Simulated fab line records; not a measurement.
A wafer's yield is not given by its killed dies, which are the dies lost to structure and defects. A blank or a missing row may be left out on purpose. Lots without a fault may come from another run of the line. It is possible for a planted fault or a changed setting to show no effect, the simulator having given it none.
Which tool was responsible? | flow n5 finfet | at 1 step of a route of 1938, 8 lots with 24 wafers sampled

== WHAT THE GAUGES READ, wafer by wafer ==
N5_BEOL_M4_RC_MEAS_101. Usual: DIBL_N 36.3 mV/V, standard deviation 1.6; DIBL_P 36.4 mV/V, standard deviation 2.1; IOFF_N 0.16 nA/um, standard deviation 0.032; IOFF_P 0.22 nA/um, standard deviation 0.044; ION_N 675 uA/um, standard deviation 12; ION_P 463 uA/um, standard deviation 8.3; SS_N 71.6 mV/dec, standard deviation 0.64; SS_P 73.3 mV/dec, standard deviation 0.67; VT_N 250 mV, standard deviation 3.3; VT_P -250 mV, standard deviation 3.7.
lot  | measured     | on        | DIBL_N (mV/V)  | DIBL_P (mV/V)  | IOFF_N (nA/um) | IOFF_P (nA/um) | ION_N (uA/um) | ION_P (uA/um) | SS_N (mV/dec)  | SS_P (mV/dec)  | VT_N (mV)   | VT_P (mV)      | flag
L421 | day 10 02:59 | prober-01 | 36.7 36.5 37.5 | 36.5 36.4 37.5 | 0.17 0.16 0.18 | 0.22 0.20 0.22 | 675 664 682   | 470 455 469   | 71.0 71.4 72.1 | 73.9 72.9 74.1 | 248 251 248 | -249 -251 -248 |
L430 | day 13 03:26 | prober-01 | 33.4 35.7 36.9 | 34.7 36.9 39.4 | 0.13 0.16 0.19 | 0.18 0.22 0.26 | 657 672 668   | 454 461 463   | 71.0 71.3 72.0 | 72.7 73.6 74.2 | 252 250 247 | -250 -250 -248 |
L431 | day 13 12:34 | prober-02 | 35.9 38.0 36.0 | 34.6 38.2 35.5 | 0.14 0.19 0.15 | 0.19 0.24 0.20 | 661 675 661   | 454 463 457   | 72.3 71.3 71.9 | 73.2 73.5 73.4 | 251 246 251 | -250 -249 -250 |
L432 | day 13 18:07 | prober-02 | 34.7 33.1 35.3 | 35.1 33.9 35.8 | 0.14 0.11 0.15 | 0.20 0.18 0.20 | 663 651 668   | 458 457 462   | 71.4 71.3 71.0 | 73.7 73.1 74.1 | 253 257 251 | -253 -252 -251 |
L436 | day 14 05:22 | prober-02 | 34.3 34.8 33.7 | 32.5 33.8 31.3 | 0.10 0.12 0.09 | 0.13 0.14 0.12 | 642 676 651   | 435 460 442   | 70.7 71.0 70.2 | 72.8 73.8 71.9 | 257 253 258 | -258 -256 -259 |
L438 | day 15 14:51 | prober-02 | 35.6 34.9 36.8 | 35.1 34.2 35.7 | 0.12 0.12 0.14 | 0.18 0.17 0.19 | 648 672 667   | 450 464 461   | 71.4 70.7 70.9 | 73.4 73.2 72.4 | 255 254 252 | -253 -251 -253 |
L439 | day 15 18:29 | prober-02 | 35.4 34.7 40.7 | 36.1 35.6 41.8 | 0.13 0.13 0.24 | 0.16 0.16 0.26 | 665 662 697   | 456 456 463   | 71.8 71.1 73.0 | 72.6 73.2 74.2 | 254 252 245 | -253 -256 -247 |
L440 | day 16 21:25 | prober-01 | 35.7 37.1 35.8 | 34.9 36.6 35.0 | 0.15 0.17 0.15 | 0.21 0.23 0.21 | 665 670 680   | 459 462 463   | 71.9 72.6 72.4 | 72.9 73.0 72.9 | 250 248 253 | -250 -248 -251 |

== EACH LOT AND THE TOOL THAT RAN IT (in order: tool; ch and the chambers of the sampled wafers; start) ==
Record: no process step prior to these readings.

== WHAT THE TOOLS THEMSELVES READ (means of the sampled wafers that have a number; where no wafer has one, the mark that the record gives instead) ==
The record holds no such reading with a usual standard deviation.

== THE ANSWER, worked out from the rows above alone ==
Rule: a lot is off if the mean of its wafers that have a number lies more than 3 standard deviations from the usual mean. A lot without any number at a reading at which 4 lots or more have one is off too. Any other lot the step has rows for is counted as sound. Order of review: gauges by route order, followed by the tools' own readings, for which a lot's mean as printed above is used. The first step at which some lot is off is used, and at that step the reading that is off furthest; a lot without a number counts as furthest.
None of the lots is off at any reading shown; this tells nothing.

== WHAT THE SIMULATOR HAD PUT IN ==
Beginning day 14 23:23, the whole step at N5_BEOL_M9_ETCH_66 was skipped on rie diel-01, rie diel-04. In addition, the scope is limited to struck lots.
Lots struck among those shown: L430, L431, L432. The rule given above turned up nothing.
